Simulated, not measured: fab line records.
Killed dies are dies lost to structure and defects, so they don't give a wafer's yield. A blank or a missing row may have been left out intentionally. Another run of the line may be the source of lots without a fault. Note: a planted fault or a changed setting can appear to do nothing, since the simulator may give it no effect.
Which of the tools did it?    flow n5_finfet    12 lots, 36 wafers sampled, at 4 steps of a route of 1938

## WHAT THE GAUGES SHOWED, per wafer
N5_BEOL_M15_CD_MEAS_10 targets a cd of 360 nm. Usual: cd_nm at 360.4 nm, with a standard deviation of 1.6.
lot   measured      on         cd_nm (nm)         flag
L735  day 11 04:55  cd_sem-02  362.6 359.5 360.2  
L733  day 11 08:22  cd_sem-02  359.9 360.3 361.4  
L736  day 11 20:22  cd_sem-02  360.3 359.9 359.1  
L734  day 11 20:23  cd_sem-01  360.2 360.0 360.5  
L737  day 11 20:34  cd_sem-03  358.7 359.8 361.0  
L739  day 12 18:49  cd_sem-01  362.7 361.3 361.0  
L740  day 13 09:20  cd_sem-01  360.9 361.0 362.8  
L742  day 13 22:53  cd_sem-02  358.5 359.9 359.5  
L745  day 14 06:20  cd_sem-02  363.1 361.2 361.0  
L746  day 14 16:02  cd_sem-03  360.0 362.0 361.8  
L752  day 16 14:46  cd_sem-03  360.6 361.0 362.1  
L754  day 17 01:47  cd_sem-02  361.7 359.7 363.3  

## EACH LOT AND THE TOOL THAT RAN IT (in order: tool; ch and the chambers of the sampled wafers; start)
lot   N5_BEOL_M14_PRE_CLEAN_42      N5_BEOL_M14_CMP_49             N5_BEOL_M15_COAT_04
L735  pvd_sputter-02, day 11 02:57  cmp-01 ch 2,3, day 11 03:45    litho_track-02 ch 0, day 11 04:32
L733  pvd_sputter-01, day 11 06:23  cmp-04 ch 0,1, day 11 07:11    litho_track-01 ch 0, day 11 07:58
L736  pvd_sputter-01, day 11 17:57  cmp-01 ch 0,3, day 11 18:50    litho_track-02 ch 0, day 11 19:37
L734  pvd_sputter-01, day 11 18:23  cmp-01 ch 0,3, day 11 19:11    litho_track-02 ch 0, day 11 19:58
L737  pvd_sputter-03, day 11 18:44  cmp-01 ch 0,3, day 11 19:32    litho_track-01 ch 0, day 11 20:18
L739  pvd_sputter-03, day 12 16:58  cmp-01 ch 1,2,3, day 12 17:47  litho_track-01 ch 0, day 12 18:33
L740  pvd_sputter-03, day 13 07:22  cmp-02 ch 1,2,3, day 13 08:15  litho_track-01 ch 0, day 13 08:56
L742  pvd_sputter-02, day 13 20:43  cmp-01 ch 0,1,3, day 13 21:49  litho_track-01 ch 0, day 13 22:37
L745  pvd_sputter-02, day 14 04:02  cmp-01 ch 1,2,3, day 14 05:15  litho_track-02 ch 0, day 14 05:57
L746  pvd_sputter-03, day 14 13:50  cmp-02 ch 2,3, day 14 14:54    litho_track-01 ch 0, day 14 15:38
L752  pvd_sputter-01, day 16 12:48  cmp-01 ch 0,2,3, day 16 13:41  litho_track-02 ch 0, day 16 14:23
L754  pvd_sputter-03, day 16 23:32  cmp-01 ch 0,1,2, day 17 00:37  litho_track-02 ch 0, day 17 01:23
- N5_BEOL_M14_PRE_CLEAN_42: time 30 s.
- N5_BEOL_M14_CMP_49: polishes, stops on SiO2, t overpolish 5.2 s, target thk 560 nm.
- N5_BEOL_M15_COAT_04: resist thk 800 nm.

## WHAT THE TOOLS THEMSELVES READ (means of the sampled wafers that have a number; where no wafer has one, the mark that the record gives instead)
N5_BEOL_M14_PRE_CLEAN_42. Usual: heater_power_w at 470 W, with a standard deviation of 40.
lot   tool            heater_power_w (W)  flag
L735  pvd_sputter-02  479                 
L733  pvd_sputter-01  450                 
L736  pvd_sputter-01  454                 
L734  pvd_sputter-01  503                 
L737  pvd_sputter-03  475                 
L739  pvd_sputter-03  457                 
L740  pvd_sputter-03  464                 
L742  pvd_sputter-02  488                 
L745  pvd_sputter-02  474                 
L746  pvd_sputter-03  470                 
L752  pvd_sputter-01  513                 
L754  pvd_sputter-03  464                 

N5_BEOL_M14_CMP_49. Usual: barrier_field_endpoint_s 11.33 s, standard deviation 0.26; motor_current_A 7.9 A, standard deviation 0.71; overpolish_run_s 5.200 s, standard deviation 0.0084; time_to_endpoint_s 120 s, standard deviation 4.
lot   tool    barrier_field_endpoint_s (s)  motor_current_A (A)  overpolish_run_s (s)  time_to_endpoint_s (s)  flag
L735  cmp-01  11.26                         7.6                  5.207                 124                     
L733  cmp-04  10.98                         7.9                  5.206                 118                     
L736  cmp-01  11.17                         8.0                  5.205                 119                     
L734  cmp-01  11.54                         8.2                  5.193                 120                     
L737  cmp-01  11.70                         8.2                  5.200                 127                     
L739  cmp-01  11.45                         8.3                  5.202                 121                     
L740  cmp-02  11.36                         7.9                  5.205                 120                     
L742  cmp-01  11.50                         8.3                  5.195                 123                     
L745  cmp-01  11.59                         7.9                  5.205                 125                     
L746  cmp-02  11.12                         7.6                  5.198                 116                     
L752  cmp-01  11.49                         7.7                  5.200                 121                     
L754  cmp-01  11.45                         8.3                  5.204                 123                     

N5_BEOL_M15_COAT_04. Usual: chill_plate_temp_C 23.01 C, standard deviation 0.1; resist_line_temp_C 23.00 C, standard deviation 0.11; spin_speed_rpm 1704.2 rpm, standard deviation 1.
lot   tool            chill_plate_temp_C (C)  resist_line_temp_C (C)  spin_speed_rpm (rpm)  flag
L735  litho_track-02  23.04                   23.06                   1703.8                
L733  litho_track-01  22.97                   23.16                   1705.1                
L736  litho_track-02  22.80                   22.94                   1704.1                
L734  litho_track-02  23.02                   23.16                   1703.7                
L737  litho_track-01  22.97                   23.04                   1704.4                
L739  litho_track-01  23.07                   22.97                   1703.6                
L740  litho_track-01  23.01                   23.08                   1704.2                
L742  litho_track-01  23.05                   23.01                   1705.0                
L745  litho_track-02  23.08                   22.95                   1705.6                
L746  litho_track-01  23.09                   23.08                   1703.8                
L752  litho_track-02  23.01                   22.96                   1843.2                OFF
L754  litho_track-02  23.09                   22.92                   1843.5                OFF

## THE ANSWER, worked out from the rows above alone
Rule: a lot is off if the mean of its wafers that have a number lies more than 3 standard deviations from the usual mean. Also off: a lot with no number at a reading for which 4 or more lots have one. Where the step has rows for the other lots, those lots are counted as sound. The gauges are gone through in route order, then the tools' own readings, and for those a lot's mean is taken as printed above. At the first step where some lot is off, the reading lying furthest off is the one used; lots without a number count as furthest.
Off: L752, L754, at N5_BEOL_M15_COAT_04 (spin_speed_rpm).
If a tool, at that step or one of the process steps before it, ran each lot that is off and ran no sound lot following the first of them, it fits. Undecided on this evidence; 2 tools fit (cmp-01 at N5_BEOL_M14_CMP_49, litho_track-02 at N5_BEOL_M15_COAT_04).

## WHAT THE SIMULATOR HAD INSERTED
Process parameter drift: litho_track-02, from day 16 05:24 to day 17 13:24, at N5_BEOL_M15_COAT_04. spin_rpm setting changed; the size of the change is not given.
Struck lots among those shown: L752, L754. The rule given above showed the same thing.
